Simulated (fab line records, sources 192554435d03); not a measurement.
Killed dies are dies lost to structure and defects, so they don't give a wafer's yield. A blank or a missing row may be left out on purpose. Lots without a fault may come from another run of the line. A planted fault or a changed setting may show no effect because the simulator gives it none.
Chamber matching | flow n5_finfet | N5_BEOL_M6_DESCUM_33 on rie_diel-04: 4 sister chambers
The step chemistry O2, time 7 s. 18 wafers are shown with their chamber, then 9 later ones without.

WAFERS WITH THEIR CHAMBER
wafer  | chamber | showerhead_plenum_p_Torr (Torr) | throttle_valve_pct (%) | oes_product_au (a.u.)
L077.1 | 2       | 2.08                            | 20.77                  | 0.74
L077.2 | 0       | 2.16                            | 20.60                  | 0.71
L077.5 | 0       | 2.16                            | 20.60                  | 0.70
L079.2 | 1       | 2.15                            | 20.39                  | 1.00
L079.4 | 3       | 2.07                            | 20.71                  | 0.73
L079.5 | 1       | 2.15                            | 20.38                  | 1.00
L081.3 | 0       | 2.16                            | 20.61                  | 0.71
L081.4 | 3       | 2.07                            | 20.71                  | 0.74
L081.5 | 1       | 2.15                            | 20.38                  | 0.98
L082.2 | 3       | 2.07                            | 20.69                  | 0.74
L082.3 | 2       | 2.07                            | 20.79                  | 0.74
L082.6 | 1       | 2.15                            | 20.39                  | 0.95
L083.3 | 1       | 2.15                            | 20.39                  | 0.94
L083.4 | 3       | 2.07                            | 20.73                  | 0.73
L083.5 | 1       | 2.15                            | 20.40                  | 0.95
L084.4 | 1       | 2.15                            | 20.42                  | 0.95
L084.5 | 2       | 2.07                            | 20.80                  | 0.74
L084.6 | 3       | 2.07                            | 20.72                  | 0.74

SIGNATURES (means of the wafers above)
reading                  | chamber 0 | chamber 1 | chamber 2 | chamber 3 | scatter within a chamber
showerhead_plenum_p_Torr | 2.1600    | 2.1500    | 2.0733    | 2.0700    | 0.00218
throttle_valve_pct       | 20.6033   | 20.3929   | 20.7867   | 20.7120   | 0.0135
oes_product_au           | 0.7067    | 0.9671    | 0.7400    | 0.7360    | 0.0172
Rule: a wafer's distance from a chamber is the root of the sum, over the readings, of the square of ((its reading less the chamber's mean) divided by the reading's scatter). The wafer belongs to the nearest chamber; if the next one is less than 2 further off, it can't be placed. The scatter: the root of (the sum of the squares of (reading less its chamber's mean) over the shown wafers, divided by (wafers less chambers)).

WAFERS WITHOUT THEIR CHAMBER
wafer  | showerhead_plenum_p_Torr (Torr) | throttle_valve_pct (%) | oes_product_au (a.u.)
L092.1 | 2.06                            | 20.83                  | 0.71
L092.2 | 2.06                            | 20.73                  | 0.71
L092.3 | 2.15                            | 20.28                  | 0.95
L094.1 | 2.06                            | 20.83                  | 0.71
L094.4 | 2.15                            | 20.29                  | 0.96
L094.6 | 2.06                            | 20.75                  | 0.71
L096.3 | 2.06                            | 20.84                  | 0.70
L096.4 | 2.15                            | 20.26                  | 0.93
L096.6 | 2.06                            | 20.85                  | 0.70

WHICH CHAMBER EACH WENT THROUGH
wafer  | from the rows above     | in truth
L092.1 | 2                       | 2
L092.2 | 3                       | 3
L092.3 | 1                       | 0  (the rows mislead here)
L094.1 | 2                       | 2
L094.4 | 1                       | 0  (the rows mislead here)
L094.6 | can't be placed: 3 or 2 | 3
L096.3 | 2                       | 2
L096.4 | 1                       | 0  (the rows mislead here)
L096.6 | 2                       | 2
Placed correctly: 5 of 9. Can't be placed from these rows: 1 (the true chamber is among the candidates in 1). Placed wrongly: 3.
